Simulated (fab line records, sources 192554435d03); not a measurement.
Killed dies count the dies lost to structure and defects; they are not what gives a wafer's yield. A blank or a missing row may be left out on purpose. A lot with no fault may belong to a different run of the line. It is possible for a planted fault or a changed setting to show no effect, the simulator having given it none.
Which of the tools did it? / flow n5Finfet / 8 lots with 24 wafers sampled at 8 steps, on a route of 1938 steps

## WHAT THE GAUGES SHOWED, per wafer
N5_ZERO_LAYER_INSPECT_20: inspects for defects (darkfield).
lot=L828; measured=day 1 13:23; on=defectInspect-01; rawDefectCount=24 34 24
lot=L837; measured=day 3 19:21; on=defectInspect-01; rawDefectCount=37 25 36
lot=L840; measured=day 4 13:16; on=defectInspect-01; rawDefectCount=361 378 370
lot=L841; measured=day 4 19:17; on=defectInspect-01; rawDefectCount=400 383 376
lot=L843; measured=day 5 07:16; on=defectInspect-02; rawDefectCount=382 349 408
lot=L845; measured=day 5 19:23; on=defectInspect-02; rawDefectCount=36 25 37
lot=L850; measured=day 7 01:37; on=defectInspect-02; rawDefectCount=87 33 36
lot=L851; measured=day 7 07:23; on=defectInspect-01; rawDefectCount=12 24 23

N5_WELL_APT_INSPECT_10: inspects for defects (macro).
lot=L828; measured=day 1 13:44; on=defectInspect-01; rawDefectCount=3 1 1
lot=L837; measured=day 3 19:50; on=defectInspect-01; rawDefectCount=0 3 1
lot=L840; measured=day 4 13:45; on=defectInspect-02; rawDefectCount=>300 >300 >300
lot=L841; measured=day 4 19:39; on=defectInspect-02; rawDefectCount=>300 >300 >300
lot=L843; measured=day 5 07:46; on=defectInspect-02; rawDefectCount=>300 >300 >300
lot=L845; measured=day 5 19:44; on=defectInspect-02; rawDefectCount=1 4 0
lot=L850; measured=day 7 01:59; on=defectInspect-02; rawDefectCount=3 0 2
lot=L851; measured=day 7 07:44; on=defectInspect-02; rawDefectCount=0 1 2

N5_WELL_APT_CD_MEAS_25: target cd 200 nm.
lot=L828; measured=day 1 14:55; on=cdSem-03; cdNm (nm)=197.1 198.3 198.2
lot=L837; measured=day 3 21:02; on=cdSem-01; cdNm (nm)=201.7 200.0 201.0
lot=L840; measured=day 4 15:10; on=cdSem-02; cdNm (nm)=200.1 201.8 200.8
lot=L841; measured=day 4 20:43; on=cdSem-02; cdNm (nm)=200.9 199.9 197.4
lot=L843; measured=day 5 08:49; on=cdSem-03; cdNm (nm)=199.6 198.5 200.9
lot=L845; measured=day 5 20:50; on=cdSem-01; cdNm (nm)=197.8 198.4 199.6
lot=L850; measured=day 7 03:10; on=cdSem-03; cdNm (nm)=201.1 201.7 202.3
lot=L851; measured=day 7 08:56; on=cdSem-01; cdNm (nm)=200.6 198.6 202.7

N5_WELL_APT_INSPECT_38: inspects for defects (darkfield).
lot=L828; measured=day 1 16:46; on=defectInspect-02; rawDefectCount=9 12 10
lot=L837; measured=day 3 23:04; on=defectInspect-01; rawDefectCount=8 10 14
lot=L840; measured=day 4 17:00; on=defectInspect-02; rawDefectCount=345 336 352
lot=L841; measured=day 4 22:26; on=defectInspect-02; rawDefectCount=372 351 364
lot=L843; measured=day 5 10:50; on=defectInspect-01; rawDefectCount=349 340 389
lot=L845; measured=day 5 23:03; on=defectInspect-01; rawDefectCount=13 16 11
lot=L850; measured=day 7 05:08; on=defectInspect-01; rawDefectCount=18 15 10
lot=L851; measured=day 7 10:44; on=defectInspect-01; rawDefectCount=10 12 7

N5_BEOL_M4_RC_MEAS_101.
lot=L828; measured=day 7 20:49; on=prober-02; DIBL_N (mV/V)=35.6 36.6 35.5; DIBL_P (mV/V)=35.4 36.4 35.4; IOFF_N (nA/um)=0.143 0.167 0.149; IOFF_P (nA/um)=0.19 0.20 0.19; ION_N (uA/um)=663 665 674; ION_P (uA/um)=459 450 461; SS_N (mV/dec)=71.8 72.1 71.7; SS_P (mV/dec)=73.3 73.2 72.7; VT_N (mV)=252.3 249.5 251.7; VT_P (mV)=-255 -253 -255
lot=L837; measured=day 10 00:04; on=prober-02; DIBL_N (mV/V)=33.7 35.0 35.0; DIBL_P (mV/V)=34.2 37.2 36.4; IOFF_N (nA/um)=0.114 0.146 0.137; IOFF_P (nA/um)=0.14 0.18 0.17; ION_N (uA/um)=642 671 670; ION_P (uA/um)=441 453 453; SS_N (mV/dec)=71.0 71.8 71.4; SS_P (mV/dec)=72.4 72.6 73.4; VT_N (mV)=256.7 250.6 253.7; VT_P (mV)=-258 -256 -256
lot=L840; measured=day 11 05:37; on=prober-02; DIBL_N (mV/V)=37.6 35.4 36.4; DIBL_P (mV/V)=38.3 34.8 36.9; IOFF_N (nA/um)=0.190 0.134 0.165; IOFF_P (nA/um)=0.26 0.19 0.23; ION_N (uA/um)=675 655 686; ION_P (uA/um)=466 447 467; SS_N (mV/dec)=71.9 70.7 71.2; SS_P (mV/dec)=73.5 72.7 73.6; VT_N (mV)=247.7 255.9 248.5; VT_P (mV)=-248 -253 -251
lot=L841; measured=day 11 10:47; on=prober-02; DIBL_N (mV/V)=37.1 38.6 38.2; DIBL_P (mV/V)=35.0 37.5 36.8; IOFF_N (nA/um)=0.147 0.184 0.174; IOFF_P (nA/um)=0.18 0.22 0.20; ION_N (uA/um)=663 675 683; ION_P (uA/um)=447 455 454; SS_N (mV/dec)=71.5 71.8 71.9; SS_P (mV/dec)=73.0 74.8 73.5; VT_N (mV)=250.5 249.4 248.8; VT_P (mV)=-255 -252 -253
lot=L843; measured=day 11 10:32; on=prober-01; DIBL_N (mV/V)=37.3 38.3 36.1; DIBL_P (mV/V)=38.5 39.0 36.6; IOFF_N (nA/um)=0.196 0.204 0.161; IOFF_P (nA/um)=0.24 0.25 0.22; ION_N (uA/um)=682 694 687; ION_P (uA/um)=462 464 469; SS_N (mV/dec)=71.8 71.9 70.9; SS_P (mV/dec)=74.2 74.2 74.0; VT_N (mV)=245.1 244.8 248.7; VT_P (mV)=-249 -248 -249
lot=L845; measured=day 12 12:41; on=prober-02; DIBL_N (mV/V)=36.8 36.8 37.8; DIBL_P (mV/V)=38.5 38.7 40.1; IOFF_N (nA/um)=0.174 0.182 0.198; IOFF_P (nA/um)=0.21 0.24 0.25; ION_N (uA/um)=686 684 688; ION_P (uA/um)=462 470 467; SS_N (mV/dec)=71.9 71.7 72.4; SS_P (mV/dec)=73.5 73.6 73.6; VT_N (mV)=247.8 248.8 244.6; VT_P (mV)=-251 -248 -246
lot=L850; measured=day 13 21:52; on=prober-02; DIBL_N (mV/V)=37.4 35.0 37.4; DIBL_P (mV/V)=36.8 33.4 36.2; IOFF_N (nA/um)=0.154 0.117 0.156; IOFF_P (nA/um)=0.21 0.16 0.20; ION_N (uA/um)=669 668 664; ION_P (uA/um)=464 456 455; SS_N (mV/dec)=71.8 71.4 71.9; SS_P (mV/dec)=73.0 72.8 73.4; VT_N (mV)=251.2 254.7 252.8; VT_P (mV)=-249 -253 -249
lot=L851; measured=day 13 15:49; on=prober-02; DIBL_N (mV/V)=37.3 38.3 37.7; DIBL_P (mV/V)=36.0 37.0 35.6; IOFF_N (nA/um)=0.184 0.213 0.183; IOFF_P (nA/um)=0.25 0.29 0.25; ION_N (uA/um)=675 673 673; ION_P (uA/um)=464 460 462; SS_N (mV/dec)=71.8 71.7 72.7; SS_P (mV/dec)=73.7 74.9 74.1; VT_N (mV)=246.7 245.4 249.9; VT_P (mV)=-246 -246 -247

## EACH LOT AND THE TOOL THAT RAN IT (in order: tool; ch and the chambers of the sampled wafers; start)
lot=L828; N5_ZERO_LAYER_ETCH_17=rieDiel-02 ch 1,2, day 1 12:50; N5_ZERO_LAYER_STRIP_24=plasmaAsher-01 ch 0,1, day 1 13:01; N5_WELL_APT_RTA_34=rtpAnneal-02 ch 0, day 1 15:53
lot=L837; N5_ZERO_LAYER_ETCH_17=rieDiel-02 ch 0,3, day 3 18:44; N5_ZERO_LAYER_STRIP_24=plasmaAsher-01 ch 0,1, day 3 18:58; N5_WELL_APT_RTA_34=rtpAnneal-01 ch 0, day 3 22:00
lot=L840; N5_ZERO_LAYER_ETCH_17=rieDiel-01 ch 1,2,3, day 4 12:44; N5_ZERO_LAYER_STRIP_24=plasmaAsher-01 ch 0,1, day 4 12:55; N5_WELL_APT_RTA_34=rtpAnneal-02 ch 0, day 4 16:07
lot=L841; N5_ZERO_LAYER_ETCH_17=rieDiel-06 ch 1,2,3, day 4 18:44; N5_ZERO_LAYER_STRIP_24=plasmaAsher-01 ch 0,1, day 4 18:55; N5_WELL_APT_RTA_34=rtpAnneal-01 ch 0, day 4 21:35
lot=L843; N5_ZERO_LAYER_ETCH_17=rieDiel-01 ch 0,1,2, day 5 06:43; N5_ZERO_LAYER_STRIP_24=plasmaAsher-01 ch 0,1, day 5 06:53; N5_WELL_APT_RTA_34=rtpAnneal-01 ch 0, day 5 09:58
lot=L845; N5_ZERO_LAYER_ETCH_17=rieDiel-06 ch 0,3, day 5 18:50; N5_ZERO_LAYER_STRIP_24=plasmaAsher-02 ch 1, day 5 19:01; N5_WELL_APT_RTA_34=rtpAnneal-01 ch 0, day 5 22:12
lot=L850; N5_ZERO_LAYER_ETCH_17=rieDiel-06 ch 0,1,3, day 7 01:05; N5_ZERO_LAYER_STRIP_24=plasmaAsher-02 ch 0, day 7 01:16; N5_WELL_APT_RTA_34=rtpAnneal-01 ch 0, day 7 04:02
lot=L851; N5_ZERO_LAYER_ETCH_17=rieDiel-06 ch 0,1, day 7 06:50; N5_ZERO_LAYER_STRIP_24=plasmaAsher-02 ch 0,1, day 7 07:01; N5_WELL_APT_RTA_34=rtpAnneal-01 ch 0, day 7 09:53
- N5_ZERO_LAYER_ETCH_17: etches SiO2 in CF4, target depth 12 nm, time 13.3 s.
- N5_ZERO_LAYER_STRIP_24: strips in O2.
- N5_WELL_APT_RTA_34: time 10 s.

## WHAT THE TOOLS THEMSELVES READ (means of the sampled wafers that have a number; where no wafer has one, the mark that the record gives instead)
N5_ZERO_LAYER_ETCH_17.
lot=L828; tool=rieDiel-02; cf4FlowSccm (sccm)=100.05; drypumpMotorCurrentA (A)=5.9; oesProductAu (a.u.)=0.81; rfVppV (V)=944; showerheadPlenumPTorr (Torr)=2.07; throttleValvePct (%)=15.41
lot=L837; tool=rieDiel-02; cf4FlowSccm (sccm)=99.75; drypumpMotorCurrentA (A)=5.4; oesProductAu (a.u.)=0.90; rfVppV (V)=955; showerheadPlenumPTorr (Torr)=2.23; throttleValvePct (%)=15.34
lot=L840; tool=rieDiel-01; cf4FlowSccm (sccm)=100.04; drypumpMotorCurrentA (A)=5.6; oesProductAu (a.u.)=0.74; rfVppV (V)=950; showerheadPlenumPTorr (Torr)=2.17; throttleValvePct (%)=15.69
lot=L841; tool=rieDiel-06; cf4FlowSccm (sccm)=100.21; drypumpMotorCurrentA (A)=5.2; oesProductAu (a.u.)=0.76; rfVppV (V)=943; showerheadPlenumPTorr (Torr)=2.06; throttleValvePct (%)=15.60
lot=L843; tool=rieDiel-01; cf4FlowSccm (sccm)=100.24; drypumpMotorCurrentA (A)=5.5; oesProductAu (a.u.)=0.77; rfVppV (V)=947; showerheadPlenumPTorr (Torr)=2.12; throttleValvePct (%)=15.58
lot=L845; tool=rieDiel-06; cf4FlowSccm (sccm)=99.73; drypumpMotorCurrentA (A)=5.6; oesProductAu (a.u.)=0.70; rfVppV (V)=945; showerheadPlenumPTorr (Torr)=2.08; throttleValvePct (%)=15.70
lot=L850; tool=rieDiel-06; cf4FlowSccm (sccm)=100.31; drypumpMotorCurrentA (A)=5.4; oesProductAu (a.u.)=0.73; rfVppV (V)=945; showerheadPlenumPTorr (Torr)=2.08; throttleValvePct (%)=15.74
lot=L851; tool=rieDiel-06; cf4FlowSccm (sccm)=100.22; drypumpMotorCurrentA (A)=5.1; oesProductAu (a.u.)=0.77; rfVppV (V)=946; showerheadPlenumPTorr (Torr)=2.09; throttleValvePct (%)=15.76

N5_ZERO_LAYER_STRIP_24.
lot=L828; tool=plasmaAsher-01; drypumpMotorCurrentA (A)=5.64; heaterPowerW (W)=371; o2FlowSccm (sccm)=6767; oesProductAu (a.u.)=0.647; stripTimeToEndpointS (s)=43.92
lot=L837; tool=plasmaAsher-01; drypumpMotorCurrentA (A)=5.54; heaterPowerW (W)=336; o2FlowSccm (sccm)=6764; oesProductAu (a.u.)=0.647; stripTimeToEndpointS (s)=43.67
lot=L840; tool=plasmaAsher-01; drypumpMotorCurrentA (A)=5.64; heaterPowerW (W)=362; o2FlowSccm (sccm)=6730; oesProductAu (a.u.)=0.640; stripTimeToEndpointS (s)=43.93
lot=L841; tool=plasmaAsher-01; drypumpMotorCurrentA (A)=5.52; heaterPowerW (W)=344; o2FlowSccm (sccm)=6735; oesProductAu (a.u.)=0.652; stripTimeToEndpointS (s)=43.90
lot=L843; tool=plasmaAsher-01; drypumpMotorCurrentA (A)=5.51; heaterPowerW (W)=338; o2FlowSccm (sccm)=6743; oesProductAu (a.u.)=0.645; stripTimeToEndpointS (s)=43.88
lot=L845; tool=plasmaAsher-02; drypumpMotorCurrentA (A)=5.74; heaterPowerW (W)=337; o2FlowSccm (sccm)=6750; oesProductAu (a.u.)=0.648; stripTimeToEndpointS (s)=43.83
lot=L850; tool=plasmaAsher-02; drypumpMotorCurrentA (A)=5.39; heaterPowerW (W)=340; o2FlowSccm (sccm)=6742; oesProductAu (a.u.)=0.645; stripTimeToEndpointS (s)=44.06
lot=L851; tool=plasmaAsher-02; drypumpMotorCurrentA (A)=5.61; heaterPowerW (W)=338; o2FlowSccm (sccm)=6754; oesProductAu (a.u.)=0.649; stripTimeToEndpointS (s)=43.85

N5_WELL_APT_RTA_34.
lot=L828; tool=rtpAnneal-02; lampPowerPct (%)=13.01; lamp_zone_5_pct (%)=12.998; wafer_temp_C_max=1003.9
lot=L837; tool=rtpAnneal-01; lampPowerPct (%)=13.03; lamp_zone_5_pct (%)=12.999; wafer_temp_C_max=1004.2
lot=L840; tool=rtpAnneal-02; lampPowerPct (%)=13.03; lamp_zone_5_pct (%)=12.980; wafer_temp_C_max=1003.5
lot=L841; tool=rtpAnneal-01; lampPowerPct (%)=13.04; lamp_zone_5_pct (%)=12.990; wafer_temp_C_max=1004.0
lot=L843; tool=rtpAnneal-01; lampPowerPct (%)=13.03; lamp_zone_5_pct (%)=13.018; wafer_temp_C_max=1003.0
lot=L845; tool=rtpAnneal-01; lampPowerPct (%)=12.99; lamp_zone_5_pct (%)=12.986; wafer_temp_C_max=1003.9
lot=L850; tool=rtpAnneal-01; lampPowerPct (%)=12.93; lamp_zone_5_pct (%)=13.016; wafer_temp_C_max=1004.6
lot=L851; tool=rtpAnneal-01; lampPowerPct (%)=12.99; lamp_zone_5_pct (%)=12.989; wafer_temp_C_max=1004.0

## THE ANSWER, worked out from the rows above alone
Rule: usual is defined by the lots themselves. The widest of any qualifying gaps counts: lots, ordered by their means at a reading, are off when they make up no more than a third of the lots, leave a main group of 4 or more, and stand apart from it by 3 or more times the standard deviation of that group's means. A main group is skipped when, at the precision printed for the reading in the tables above, its means are all equal. A lot without any number at a reading at which 4 lots or more have one is off too. All remaining lots with rows at the step are treated as sound. After the gauges, taken in route order, come the tools' own readings; for these a lot's mean is taken, as printed above. At the first step where some lot is off, the reading lying furthest off is the one used; lots without a number count as furthest.
Off: L840, L841, L843, at N5_WELL_APT_INSPECT_10 (rawDefectCount). Without a number there: L840, L841, L843. Mean 1.5 and standard deviation 0.27 in the main group.
If a tool, at a process step before that reading, ran all the lots that are off and no sound lot after the first of them, it fits. The gauges at N5_WELL_APT_INSPECT_10 are tried like those tools. One candidate fits, namely plasmaAsher-01 at N5_ZERO_LAYER_STRIP_24. Its last sound lot is L837 (day 3 18:58), its first lot that is off L840 (day 4 12:55): a fault that began between those two fits.

## WHAT THE SIMULATOR HAD INSERTED
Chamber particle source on plasmaAsher-01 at N5_ZERO_LAYER_STRIP_24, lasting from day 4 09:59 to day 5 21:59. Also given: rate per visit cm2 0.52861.
Struck lots among those shown: L840, L841, L843. The rule above found the same.
